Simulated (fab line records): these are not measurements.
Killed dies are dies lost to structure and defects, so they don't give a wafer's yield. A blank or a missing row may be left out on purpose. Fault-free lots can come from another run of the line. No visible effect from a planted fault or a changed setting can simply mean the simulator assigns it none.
Matching of chambers | flow n5Finfet | N5_BEOL_M5_CO_CAP_78 on cvdCo-01: 3 sister chambers
The step material Co, precursor CCTBA/H2, target thk 2 nm, time 102.1 s. 6 wafers are shown with their chamber, then 8 later ones without.

WAFERS WITH THEIR CHAMBER
wafer  | chamber | heaterPowerW (W) | susceptorTempC (C)
L090.4 | 1       | 238              | 199.75
L090.6 | 0       | 233              | 200.14
L092.1 | 1       | 232              | 200.15
L092.2 | 2       | 246              | 200.04
L092.4 | 2       | 241              | 200.04
L095.2 | 0       | 237              | 199.90

WAFERS WITH NO CHAMBER GIVEN
wafer  | heaterPowerW (W) | susceptorTempC (C)
L095.5 | 235              | 199.80
L095.6 | 237              | 200.36
L096.2 | 244              | 200.16
L096.5 | 231              | 199.88
L096.6 | 236              | 200.14
L097.1 | 251              | 200.02
L097.5 | 247              | 200.05
L097.6 | 231              | 200.07

WHICH CHAMBER EACH WENT THROUGH
wafer  | from the rows above          | in truth
L095.5 | can't be placed: 1 or 0 or 2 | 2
L095.6 | can't be placed: 0 or 1 or 2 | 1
L096.2 | can't be placed: 2 or 0      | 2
L096.5 | can't be placed: 1 or 0      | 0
L096.6 | can't be placed: 0 or 1 or 2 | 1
L097.1 | 2                            | 2
L097.5 | 2                            | 2
L097.6 | can't be placed: 0 or 1      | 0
Correct placement for 2 of the 8. These rows do not allow placing 6 (true chamber among the candidates in 6). Wrongly placed: 0.
How it was worked out, from the rows above alone: a wafer's distance from a chamber is the root of the sum, over the readings, of the square of ((its reading less the chamber's mean) divided by the reading's scatter). If the next closest chamber is less than 2 further off than the closest, the wafer can't be placed; otherwise it belongs to the closest. Each chamber's mean is taken over the wafers shown for it. The scatter: the root of (the sum of the squares of (reading less its chamber's mean) over the shown wafers, divided by (wafers less chambers)).
